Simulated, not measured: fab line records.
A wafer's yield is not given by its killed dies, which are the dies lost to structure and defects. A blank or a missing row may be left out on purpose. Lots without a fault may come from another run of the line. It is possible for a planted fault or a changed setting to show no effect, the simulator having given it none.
fab line records	flow n5-finfet
record lots=9	wafers=27	last-day=18
route steps=1938 shown BEOL_M0_SAQP@652 BEOL_M4@1111 PASSIVATION@1936
lots untouched by any fault: they come from a run of this same line in which no faults occurred
start-h: hours from the record's first day to the start of the lot's first wafer shown	wait-h: hours since the lot's step before	" identical to the entry in the row above	L1.1+2: one row covering several wafers at once	- value missing, or start not given	* or withheld: withheld	< > ~ a bound
route shown NAME@n: a module of which the file shows steps, and the number in the route of the first	usual: the fault-free wafers' mean and standard deviation	same: alike in all rows	chamber/n: place in a boat	sites: per-site readings	_std_site: their standard deviation	_edge_site: outer sites' mean less inner sites'	radius-mm: how far each site lies from the wafer's centre	mask NAME#n: copy n	behind: the most recent tool/chamber to have shaped the wafer	hold: the reason the lot was held/the length of the hold in hours/how it ended	device: whichever transistor did not switch (one of n, p or np)	end of line: the same wafers' tests at the end of the route	a step with no rows: only its recipe	killed: dies lost to structure and defects at the first sort, not the wafer's yield	map: dies across one wafer; x = killed, . = not, _ = none there
set.NAME: the setting as run; set.NAME@STEP: as run at that earlier step	model.NAME: the simulator's own value behind a step, which no gauge read
one table for each step of the route and one row for each wafer, over a sample of lots
services: a tool's chamber out of use, with start hour (start-h, from the record's first day; less than 0 if before it), hours out, and reason
## steps
# step N5_BEOL_M0_SAQP_DESCUM_19
# recipe chemistry=O2	time-s=7.9	source-power-w=50	bias-power-w=20	pressure-mtorr=20	rf-frequency-hz=2.712e+07	temp-c=40	resist=CAR-ArF	o2-flow-sccm=225
# usual drypump-motor-current-A=5.6/0.55	o2-flow-sccm=225.0/0.76	oes-product-au=0.79/0.089	rf-fwd-power-W=49.3/0.3	rf-vpp-V=243.4/1.4	showerhead-plenum-p-Torr=2.11/0.072	throttle-valve-pct=20.56/0.21
lot.wafer	tool	chamber	start-h	wait-h	drypump-motor-current-A	o2-flow-sccm	oes-product-au	rf-fwd-power-W	rf-hours-counter-h	rf-vpp-V	showerhead-plenum-p-Torr	throttle-valve-pct
L538.2	rie-diel-04	2	137.09	0.0	5.1	225.5	0.72	49.1	182	240.8	2.00	20.43
L538.4	"	0	"	"	5.3	224.7	0.76	49.8	139	243.0	2.10	20.20
L538.6	"	1	"	"	4.9	226.0	0.76	48.8	-	244.1	2.15	20.65
L540.1	rie-diel-05	3	144.23	0.0	6.1	226.3	0.92	49.4	20	243.3	2.06	20.20
L540.3	"	2	"	"	5.0	225.0	0.97	49.4	3	245.7	2.24	20.52
L540.5	"	0	"	"	5.8	225.2	0.86	49.4	-	246.0	2.24	20.43
L541.1	rie-diel-03	2	147.76	0.1	6.2	224.7	0.70	49.4	221	242.6	2.16	20.59
L541.2	"	0	"	"	4.9	225.6	0.78	49.1	146	241.6	2.02	20.74
L541.6	"	3	"	"	6.3	226.0	0.69	48.8	-	242.0	2.07	20.98
L544.2	rie-diel-04	2	172.62	0.0	5.1	225.2	0.72	49.2	192	241.4	1.99	20.42
L544.5	"	3	"	"	4.9	225.4	0.76	49.6	-	245.4	2.15	20.47
L544.6	"	2	"	"	5.1	225.0	0.72	49.3	-	242.6	1.99	20.44
L545.2	rie-diel-05	2	177.54	0.6	5.0	224.3	0.93	49.3	17	243.8	2.23	20.53
L545.5	"	2	"	"	5.0	224.1	0.94	49.5	-	245.4	2.23	20.56
L545.6	"	1	"	"	5.6	225.6	0.85	49.6	-	244.4	2.22	20.61
L549.1	rie-diel-04	1	202.17	0.0	4.9	225.8	0.75	49.1	162	244.4	2.15	20.68
L549.4	"	0	"	"	5.3	224.5	0.74	49.6	-	241.9	2.09	20.23
L549.6	"	2	"	"	5.1	224.6	0.71	48.9	-	242.2	1.99	20.45
L550.3	rie-diel-03	2	206.89	0.7	6.1	224.5	0.69	49.5	247	243.5	2.15	20.60
L550.4	"	3	"	"	6.3	224.5	0.95	49.0	11	241.9	2.06	20.63
L550.6	"	1	"	"	6.0	224.6	0.71	49.8	-	243.0	2.09	20.70
L552.3	rie-diel-03	3	216.26	0.2	6.3	225.7	0.95	48.7	15	244.2	2.06	20.64
L552.5	"	1	"	"	6.0	224.1	0.71	49.5	-	244.4	2.09	20.68
L552.6	"	0	"	"	4.9	225.7	0.76	49.2	-	240.9	2.01	20.79
L556.1	rie-diel-03	2	239.84	0.1	6.2	226.4	1.00	49.5	1	244.1	2.15	20.08
L556.2	"	0	"	"	4.9	225.5	0.75	49.2	178	242.1	2.01	20.79
L556.5	"	2	"	"	6.1	224.5	1.00	49.4	-	245.0	2.15	20.08
# step N5_BEOL_M0_SAQP_MANDREL1_REMOVE_100
# recipe chemistry=HBr/Cl2/O2	bt-time-s=10	target=a-Si	stop-on=SiNx	endpoint=OES-SiCl	over-etch-frac=0.85	icp-w=600	bias-w=30	HBr_flow_sccm=150	Cl2_flow_sccm=80	O2_flow_sccm=5	pressure-mtorr=10
# usual drypump-motor-current-A=5.9/0.42	oes-product-au=1.002/0.016	rf-fwd-power-W=596.6/2.3	throttle-valve-pct=36.6/0.3
lot.wafer	tool	chamber	start-h	wait-h	drypump-motor-current-A	oes-product-au	rf-fwd-power-W	rf-hours-counter-h	throttle-valve-pct
L538.2	rie-si-02	0	138.94	0.1	5.8	1.034	596.5	126	36.7
L538.4	"	3	"	"	5.7	0.986	600.8	6	36.3
L538.6	"	1	"	"	5.7	0.995	593.3	-	36.4
L540.1	rie-si-06	0	145.69	0.1	6.1	1.001	598.0	89	36.2
L540.3	"	1	"	"	6.7	1.004	598.6	35	37.0
L540.5	"	2	"	"	5.9	0.987	598.6	-	36.3
L541.1	rie-si-02	1	149.85	0.1	5.7	1.003	594.3	113	36.4
L541.2	"	2	"	"	6.4	1.022	599.4	157	36.5
L541.6	"	0	"	"	5.8	1.027	596.9	-	36.7
L544.2	rie-si-06	3	174.31	0.1	5.2	1.011	598.6	34	36.9
L544.5	"	3	"	"	5.3	1.007	597.0	-	36.9
L544.6	"	0	"	"	6.1	0.998	597.6	-	36.2
L545.2	rie-si-02	3	179.53	0.1	5.7	0.983	599.6	7	36.3
L545.5	"	0	"	"	5.8	1.010	596.1	-	36.7
L545.6	"	3	"	"	5.7	0.990	598.0	-	36.3
L549.1	rie-si-02	3	203.77	0.1	5.7	0.980	597.9	8	36.3
L549.4	"	2	"	"	6.5	1.013	595.6	158	36.5
L549.6	"	3	"	"	5.7	0.976	595.9	-	36.3
L550.3	rie-si-03	3	208.58	0.1	6.3	0.987	598.4	56	37.1
L550.4	"	2	"	"	5.8	1.019	598.5	-	36.6
L550.6	"	1	"	"	6.5	1.025	597.7	-	36.2
L552.3	rie-si-02	1	217.72	0.1	5.7	0.999	595.2	114	36.4
L552.5	"	0	"	"	5.8	1.024	594.1	-	36.7
L552.6	"	1	"	"	5.7	0.994	596.5	-	36.4
L556.1	rie-si-06	1	241.51	0.1	6.7	0.998	599.1	36	36.9
L556.2	"	3	"	"	5.2	1.014	595.5	35	36.9
L556.5	"	3	"	"	5.3	0.996	596.6	-	36.9
# step N5_BEOL_M0_SAQP_SPACER2_ALD_26
# recipe material=SiO2	target-thk-a=150	temp-c=300	ald-precursor-family=BDEAS	ald-co-reactant=O2-plasma	pulse-time-s=1	purge-time-s=2	co-reactant-purge-time-s=2	pressure-torr=2
# usual heater-power-w=486/45	precursor-pulse-height-rel=0.999/0.02
lot.wafer	tool	chamber	start-h	wait-h	heater-power-w	precursor-pulse-height-rel
L538.2	ald-sin-03	2	140.36	0.1	521	0.968
L538.4	"	3	"	"	411	1.002
L538.6	"	2	"	"	508	0.993
L540.1	ald-sin-04	2	146.86	0.1	518	0.990
L540.3	"	3	"	"	469	1.027
L540.5	"	0	"	"	487	1.009
L541.1	ald-sin-04	0	151.82	0.6	499	1.014
L541.2	"	2	"	"	534	1.033
L541.6	"	3	"	"	472	0.971
L544.2	ald-sin-03	2	175.80	0.1	505	1.005
L544.5	"	0	"	"	506	1.014
L544.6	"	3	"	"	416	0.994
L545.2	ald-sin-01	0	180.80	0.3	503	0.980
L545.5	"	3	"	"	391	1.015
L545.6	"	0	"	"	497	1.008
L549.1	ald-sin-04	0	205.32	0.2	488	0.989
L549.4	"	2	"	"	511	1.017
L549.6	"	0	"	"	484	1.028
L550.3	ald-sin-04	3	209.82	0.1	479	0.988
L550.4	"	1	"	"	484	0.976
L550.6	"	1	"	"	484	1.001
L552.3	ald-sin-04	3	218.84	0.1	466	0.998
L552.5	"	3	"	"	480	0.961
L552.6	"	0	"	"	472	0.993
L556.1	ald-sin-03	3	242.72	0.2	418	1.012
L556.2	"	2	"	"	519	0.978
L556.5	"	3	"	"	405	1.011
# step N5_BEOL_M0_SAQP_MANDREL2_REMOVE_110
# recipe chemistry=HBr/Cl2/O2	bt-time-s=10	target=a-Si	stop-on=SiCN	endpoint=OES-SiCl	over-etch-frac=1	icp-w=600	bias-w=30	HBr_flow_sccm=150	Cl2_flow_sccm=80	O2_flow_sccm=5	pressure-mtorr=10
# usual drypump-motor-current-A=6.0/0.4	oes-product-au=1.001/0.016	rf-fwd-power-W=596.3/2.1	throttle-valve-pct=36.6/0.32
lot.wafer	tool	chamber	start-h	wait-h	drypump-motor-current-A	oes-product-au	rf-fwd-power-W	rf-hours-counter-h	throttle-valve-pct
L538.2	rie-si-06	1	141.00	0.1	6.7	1.008	597.4	35	36.9
L538.4	"	0	"	"	6.1	1.004	595.0	89	36.2
L538.6	"	1	"	"	6.7	1.003	598.4	-	36.9
L540.1	rie-si-02	2	147.50	0.1	6.4	1.009	594.5	157	36.5
L540.3	"	0	"	"	5.8	1.014	597.6	126	36.7
L540.5	"	3	"	"	5.7	0.986	595.6	-	36.3
L541.1	rie-si-06	1	152.80	0.1	6.7	1.013	596.3	35	37.0
L541.2	"	2	"	"	5.9	0.987	595.9	140	36.3
L541.6	"	1	"	"	6.7	1.002	595.8	-	37.0
L544.2	rie-si-06	3	176.46	0.1	5.2	1.010	596.6	34	36.9
L544.5	"	1	"	"	6.7	1.003	595.8	-	36.9
L544.6	"	2	"	"	5.9	0.988	601.0	-	36.3
L545.2	rie-si-03	1	181.58	0.1	6.5	1.015	592.3	135	36.2
L545.5	"	1	"	"	6.5	1.024	594.9	-	36.2
L545.6	"	3	"	"	6.3	0.982	594.5	-	37.1
L549.1	rie-si-03	1	206.00	0.1	6.4	1.010	595.7	136	36.2
L549.4	"	2	"	"	5.9	1.012	594.3	-	36.6
L549.6	"	1	"	"	6.5	1.009	597.1	-	36.2
L550.3	rie-si-06	1	210.79	0.1	6.7	1.009	595.4	36	36.9
L550.4	"	3	"	"	5.2	1.016	596.2	35	36.9
L550.6	"	0	"	"	6.1	0.994	595.6	-	36.2
L552.3	rie-si-03	2	219.65	0.1	5.8	1.012	596.9	-	36.6
L552.5	"	2	"	"	5.8	1.021	594.9	-	36.6
L552.6	"	3	"	"	6.3	0.984	597.2	-	37.1
L556.1	rie-si-02	0	243.36	0.1	5.8	1.024	598.9	128	36.7
L556.2	"	3	"	"	5.7	0.988	595.9	8	36.3
L556.5	"	0	"	"	5.8	1.026	598.6	-	36.7
# step N5_BEOL_M0_SAQP_CD_MEAS_29
# recipe target-cd-nm=14.4	landing-energy-ev=1000	detector=se-inlens
# usual cd-nm=15.02/0.22
lot.wafer	tool	chamber	start-h	wait-h	cd-nm
L538.2	cd-sem-01	0	141.11	0.1	15.16
L538.4	"	0	"	"	15.10
L538.6	"	0	"	"	14.86
L540.1	cd-sem-03	0	147.61	0.1	15.07
L540.3	"	0	"	"	14.80
L540.5	"	0	"	"	14.89
L541.1	cd-sem-01	0	152.91	0.1	15.19
L541.2	"	0	"	"	15.11
L541.6	"	0	"	"	15.20
L544.2	cd-sem-01	0	176.58	0.1	14.91
L544.5	"	0	"	"	15.17
L544.6	"	0	"	"	14.66
L545.2	cd-sem-03	0	181.70	0.1	15.47
L545.5	"	0	"	"	15.06
L545.6	"	0	"	"	14.93
L549.1	cd-sem-02	0	206.11	0.1	14.96
L549.4	"	0	"	"	15.27
L549.6	"	0	"	"	15.23
L550.3	cd-sem-01	0	210.90	0.1	12.12
L550.4	"	0	"	"	14.95
L550.6	"	0	"	"	14.88
L552.3	cd-sem-01	0	219.77	0.1	11.92
L552.5	"	0	"	"	11.85
L552.6	"	0	"	"	14.82
L556.1	cd-sem-03	0	243.47	0.1	15.02
L556.2	"	0	"	"	15.39
L556.5	"	0	"	"	15.12
# step N5_BEOL_M4_RC_MEAS_101
# usual DIBL_N=36.5/1.9	DIBL_P=36.7/2.1	IOFF_N=0.17/0.035	IOFF_P=0.22/0.042	ION_N=676/10	ION_P=462/8.1	SS_N=71.5/0.72	SS_P=73.4/0.7	VT_N=249/3.1	VT_P=-250/3.9
lot.wafer	tool	chamber	start-h	wait-h	DIBL_N[mV/V]	DIBL_P[mV/V]	IOFF_N[nA/um]	IOFF_P[nA/um]	ION_N[uA/um]	ION_P[uA/um]	SS_N[mV/dec]	SS_P[mV/dec]	VT_N[mV]	VT_P[mV]
L538.2	prober-02	0	193.82	0.2	38.4	38.6	0.18	0.23	680	461	72.2	74.0	251	-250
L538.4	"	0	"	"	35.4	36.4	0.14	0.21	681	466	71.0	73.9	251	-249
L538.6	"	0	"	"	36.1	35.7	0.14	0.20	662	459	72.2	73.5	252	-251
L540.1	prober-01	0	220.97	0.0	36.9	36.0	0.17	0.23	683	469	70.4	73.1	246	-247
L540.3	"	0	"	"	40.6	39.9	0.23	0.30	687	467	72.6	74.6	245	-242
L540.5	"	0	"	"	38.2	36.8	0.19	0.25	678	463	71.1	74.0	246	-246
L541.1	prober-02	0	227.58	0.0	38.5	39.7	0.21	0.28	699	476	71.8	74.3	246	-244
L541.2	"	0	"	"	36.0	35.4	0.16	0.20	676	465	70.9	72.7	249	-248
L541.6	"	0	"	"	36.5	36.6	0.16	0.22	683	466	71.2	73.5	249	-249
L545.2	prober-01	0	251.53	0.2	36.3	37.6	0.17	0.22	675	460	71.7	72.8	248	-250
L545.5	"	0	"	"	36.8	37.1	0.16	0.21	675	460	70.9	73.0	251	-251
L545.6	"	0	"	"	36.6	36.7	0.16	0.20	678	462	71.9	73.3	249	-254
L544.2	prober-02	0	252.65	0.2	38.4	38.8	0.21	0.24	694	467	71.6	74.4	242	-249
L544.5	"	0	"	"	37.8	37.0	0.19	0.21	676	456	72.2	74.3	245	-253
L544.6	"	0	"	"	36.4	36.2	0.17	0.20	681	457	70.9	73.6	245	-250
L549.1	prober-01	0	263.92	0.0	34.3	33.9	0.13	0.16	660	451	70.9	72.6	253	-254
L549.4	"	0	"	"	35.2	35.4	0.15	0.18	676	456	70.2	73.0	250	-254
L549.6	"	0	"	"	35.1	36.1	0.15	0.18	672	458	71.1	73.4	251	-254
L550.4	prober-01	0	269.39	0.5	37.1	35.7	0.16	0.19	668	456	72.6	72.5	249	-254
L550.6	"	0	"	"	35.8	34.6	0.14	0.18	657	446	71.6	72.5	253	-252
L552.6	prober-01	0	289.01	0.8	33.9	34.2	0.12	0.17	661	460	70.7	72.8	256	-254
L556.1	prober-02	0	324.73	0.0	36.1	34.6	0.13	0.18	657	454	71.0	72.7	252	-253
L556.2	"	0	"	"	35.7	35.6	0.14	0.19	662	455	71.3	73.0	252	-253
L556.5	"	0	"	"	38.8	38.9	0.19	0.25	676	463	71.8	73.1	246	-247
# step N5_PASSIVATION_PROBE_49
# usual defect-limited-yield=91.4/1.5	killed_at_M0_to_M3=35/12	killed_at_M4_up=13/5.8	killed-at-contacts=12/5.5	killed-at-front-end=36/9.9	killed-at-other=4/3.7	killed-dies=101/18	killed-on-rim=13/4.1	killed-open=66/13	killed-short=33/8	sort_bin_5_function=5.0/1	sort_bin_6_memory=3.2/0.67	sort-n-pass=1079/18	sort-yield-pct=91.4/1.5
# same gross-dies=1180	killed-at-back-side=0	sort_bin_4_leakage[%]=0	sort_bin_8_speed[%]=0
lot.wafer	tool	chamber	start-h	wait-h	defect-limited-yield[%]	killed_at_M0_to_M3	killed_at_M4_up	killed-at-contacts	killed-at-front-end	killed-at-other	killed-dies	killed-on-rim	killed-open	killed-short	sort_bin_5_function[%]	sort_bin_6_memory[%]	sort-n-pass	sort-yield-pct[%]
L545.2	prober-02	-	365.07	0.1	91.3	23	12	20	40	8	103	14	66	36	4.7	3.7	1077	91.3
L545.5	prober-02	-	365.22	0.2	91.4	24	23	17	31	6	101	14	71	30	6.4	2.0	1079	91.4
L545.6	prober-02	-	365.27	0.3	91.9	25	12	14	40	4	95	19	63	27	4.2	3.5	1085	91.9
L550.3	prober-02	-	377.18	0.1	0	1127	7	13	21	12	1180	152	58	32	4.2	3.2	0	0
L550.4	prober-02	-	377.23	0.2	92.1	36	8	8	30	11	93	14	60	31	4.4	2.9	1087	92.1
L550.6	prober-02	-	377.33	0.3	91.3	21	13	18	36	15	103	11	64	39	4.3	4.1	1077	91.3
L552.3	prober-02	-	393.72	0.1	0	1128	11	7	25	9	1180	152	52	20	4.2	2.0	0	0
L552.5	prober-02	-	393.82	0.2	0	1129	12	8	27	4	1180	152	57	23	4.8	1.9	0	0
L552.6	prober-02	-	393.87	0.3	92.6	24	18	8	36	1	87	13	50	33	3.9	3.0	1093	92.6
# killed by level:class
L545.2 MOL_CONTACT_COAG:geometric-particle:open=16 FIN_SAQP:geometric-particle:short=8 FIN_SAQP:geometric-particle:open=7 BEOL_M0_SAQP:geometric-particle:short=7 BEOL_M4:geometric-particle:open=6 BEOL_M0_SAQP:geometric-particle:open=6 STI_FIN_REVEAL:geometric-particle:open=5 DUMMY_GATE:geometric-particle:open=4
L545.5 MOL_CONTACT_COAG:geometric-particle:open=14 BEOL_M4:geometric-particle:open=13 BEOL_M0_SAQP:geometric-particle:open=9 FIN_SAQP:geometric-particle:open=5 FIN_SAQP:geometric-particle:short=5 GATE_CUT:geometric-particle:short=4 BEOL_M1:geometric-particle:open=4 BEOL_M4:geometric-particle:short=4
L545.6 FIN_SAQP:geometric-particle:open=10 MOL_CONTACT_COAG:geometric-particle:open=9 FIN_SAQP:geometric-particle:short=7 BEOL_M4:geometric-particle:open=6 BEOL_M0_SAQP:geometric-particle:open=5 BEOL_M0_SAQP:geometric-particle:short=5 DUMMY_GATE:geometric-particle:open=4 ILD0:geometric-particle:open=4
L550.3 BEOL_M0_SAQP:area-ald=1090 MOL_CONTACT_COAG:geometric-particle:open=11 BEOL_M0_SAQP:geometric-particle:short=9 FIN_SAQP:geometric-particle:short=5 BEOL_M0_SAQP:geometric-particle:open=5 BEOL_M0:geometric-particle:open=5 BEOL_M1:geometric-particle:open=5 BEOL_M2:geometric-particle:open=5
L550.4 BEOL_M3:geometric-particle:open=12 FIN_SAQP:geometric-particle:open=8 FIN_SAQP:geometric-particle:short=7 BEOL_M2:geometric-particle:open=7 MOL_CONTACT_COAG:geometric-particle:open=6 BEOL_M1:geometric-particle:open=5 GATE_CUT:geometric-particle:short=5 BEOL_M0_SAQP:geometric-particle:short=5
L550.6 MOL_CONTACT_COAG:geometric-particle:open=17 FIN_SAQP:geometric-particle:short=11 FIN_SAQP:geometric-particle:open=8 BEOL_M0_SAQP:geometric-particle:short=6 BEOL_M3:geometric-particle:open=6 BEOL_M4:geometric-particle:open=5 MIM_BOT:geometric-particle:short=5 DUMMY_GATE:geometric-particle:open=4
L552.3 BEOL_M0_SAQP:area-ald=1106 BEOL_M0_SAQP:geometric-particle:open=9 MOL_CONTACT_COAG:geometric-particle:open=7 MIM_TOP:geometric-particle:open=6 STI_FIN_REVEAL:geometric-particle:open=4 GATE_CUT:geometric-particle:open=4 BEOL_M0_SAQP:geometric-particle:short=4 FIN_SAQP:geometric-particle:open=3
L552.5 BEOL_M0_SAQP:area-ald=1098 STI_FIN_REVEAL:geometric-particle:open=10 BEOL_M4:geometric-particle:open=8 BEOL_M1:geometric-particle:open=7 BEOL_M2:geometric-particle:open=7 MOL_CONTACT_COAG:geometric-particle:open=6 BEOL_M0_SAQP:geometric-particle:open=6 BEOL_M0_SAQP:geometric-particle:short=3
L552.6 BEOL_M4:geometric-particle:open=10 BEOL_M0_SAQP:geometric-particle:short=8 BEOL_M3:geometric-particle:open=8 MOL_CONTACT_COAG:geometric-particle:open=7 FIN_SAQP:geometric-particle:short=6 FIN_SAQP:geometric-particle:open=6 BEOL_M0_SAQP:geometric-particle:open=5 STI_FIN_REVEAL:geometric-particle:open=4
## services
tool	chamber	start-h	hours	kind
ald-sin-04	-	115.57	6.1	pm
rie-si-03	2	115.87	4.5	repair
rie-si-06	-	141.29	0.4	repair
rie-diel-05	-	147.63	0.9	repair
rie-diel-03	3	153.55	-	clean
rie-diel-03	3	153.55	-	consumable-replace:focus-ring
rie-diel-03	3	153.55	24.3	scheduled-down
rie-diel-03	3	153.55	24.3	vent-cycle
rie-diel-03	0	154.99	7.7	repair
rie-si-02	1	156.07	1.9	repair
rie-diel-04	-	174.46	15.6	pm
ald-sin-03	-	176.81	14.0	pm
rie-diel-05	2	179.59	5.7	repair
rie-diel-05	1	184.83	6.6	repair
rie-si-02	0	187.72	4.2	repair
rie-si-06	3	190.75	3.6	repair
rie-diel-03	0	196.77	6.4	repair
rie-diel-04	3	200.90	12.8	repair
rie-diel-04	2	216.19	9.9	repair
rie-diel-03	2	216.52	-	clean
rie-diel-03	2	216.52	-	consumable-replace:focus-ring
rie-si-03	1	218.53	6.6	repair
rie-si-06	-	236.17	2.8	pm
rie-si-06	0	240.41	15.5	repair
## key
first-sign step=N5_BEOL_M0_SAQP_CD_MEAS_29	reading=cd-nm	direction=down	sigmas=14	usual=15.02	struck=11.96
effect step=N5_PASSIVATION_PROBE_49	reading=killed_at_M0_to_M3	direction=up	sigmas=94	usual=35	struck=1128
more-kills-born-at N5_BEOL_M0_SAQP_SPACER2_ALD_26@ald-sin-04=3294
met-at N5_BEOL_M0_SAQP_SPACER2_ALD_26
struck-lots L550,L552
struck-wafers L550.3,L552.3,L552.5
later-rows-left-out L550.3,L552.3,L552.5
not-acting-at N5_BEOL_M0_SAQP_DESCUM_19,N5_BEOL_M0_SAQP_MANDREL1_REMOVE_100,N5_BEOL_M0_SAQP_MANDREL2_REMOVE_110
onset-between 151.82 209.82
fault kind=process-parameter-drift	tool=ald-sin-04	chamber=3	onset-h=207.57	steps=N5_BEOL_M0_SAQP_SPACER2_ALD_26	channel=target-thk-a	offset=*	shape=step	end-h=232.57	acts-in=*	stated=*
# later-rows-left-out: the simulator's readings of these wafers behind a module that went badly wrong aren't trusted and aren't shown, but for the sort
